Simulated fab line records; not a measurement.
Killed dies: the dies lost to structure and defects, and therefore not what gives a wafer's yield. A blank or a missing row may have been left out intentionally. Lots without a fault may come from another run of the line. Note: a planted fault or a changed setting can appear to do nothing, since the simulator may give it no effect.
Matching of chambers    flow n5-finfet    N5_BEOL_M6_DEP_56 on pecvd-01 has 3 sister chambers
The step deposits SiCN from 3MS/NH3, target thk 10 nm, time 17.5 s. 6 wafers are shown with their chamber, then 7 later ones without.

WAFERS, EACH WITH ITS CHAMBER
wafer   chamber  throttle-valve-pct (%)  showerhead-plenum-p-Torr (Torr)
L080.5  0        9.6                     3.670
L087.1  1        8.7                     3.667
L087.2  2        8.8                     3.658
L087.3  0        9.6                     3.682
L089.1  2        8.6                     3.670
L089.4  1        8.5                     3.670

WAFERS WITHOUT THEIR CHAMBER
wafer   throttle-valve-pct (%)  showerhead-plenum-p-Torr (Torr)
L089.6  8.9                     3.653
L091.1  8.5                     3.655
L091.2  9.6                     3.678
L091.3  9.2                     3.679
L095.2  9.5                     3.657
L095.4  8.9                     3.670
L095.5  9.9                     3.682

WHICH CHAMBER EACH WENT THROUGH
wafer   from the rows above           in truth
L089.6  can't be placed: 2 or 1       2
L091.1  can't be placed: 1 or 2       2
L091.2  0                             0
L091.3  can't be placed: 0 or 2 or 1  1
L095.2  0                             0
L095.4  can't be placed: 2 or 1       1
L095.5  0                             0
Correctly placed: 3 of 7. Cannot be placed on the basis of these rows: 4; the candidates contain the true chamber in 4. 0 placed wrongly.
How it was worked out, from the rows above alone: a wafer's distance from a chamber is the root of the sum, over the readings, of the square of ((its reading less the chamber's mean) divided by the reading's scatter). The wafer belongs to the nearest chamber; if the next one is less than 2 further off, it can't be placed. The mean given for a chamber averages the wafers shown for that chamber. The scatter is the square root of a quotient: the sum, over the shown wafers, of each reading's squared deviation from its chamber's mean, divided by wafers minus chambers.
